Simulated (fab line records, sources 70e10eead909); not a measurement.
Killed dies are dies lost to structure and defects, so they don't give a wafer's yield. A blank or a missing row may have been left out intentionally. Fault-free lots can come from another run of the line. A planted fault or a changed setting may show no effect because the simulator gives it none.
Matching of chambers ; flow nand_harc ; NHARC_A_STAIRCASE_DEP_259 on pecvd-04 has 3 sister chambers
The step deposits SiON, target thk 30 nm. 3 wafers are shown with their chamber, then 7 later ones without.

## EACH WAFER AND ITS CHAMBER
wafer;chamber;heater_power_w (W)
L082.1;0;824
L083.1;2;685
L083.3;1;947

## WAFERS MISSING THEIR CHAMBER
wafer;heater_power_w (W)
L083.6;683
L087.2;857
L087.3;835
L087.5;851
L090.2;794
L090.5;679
L090.6;794

## THE CHAMBER EACH PASSED THROUGH
wafer;from the rows above;in truth
L083.6;2;2
L087.2;0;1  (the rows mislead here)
L087.3;0;0
L087.5;0;0
L090.2;0;0
L090.5;2;2
L090.6;0;0
Placed correctly: 6 of 7. Can't be placed from these rows: 0. Placed wrongly: 1.
How it was worked out, from the rows above alone: a wafer's distance from a chamber is the root of the sum, over the readings, of the square of ((its reading less the chamber's mean) divided by the reading's scatter). The wafer belongs to the nearest chamber; if the next one is less than 2 further off, it can't be placed. The mean given for a chamber averages the wafers shown for that chamber. The scatter: root of mean squared gap, hidden wafer to nearest shown wafer, with one shown wafer a chamber.
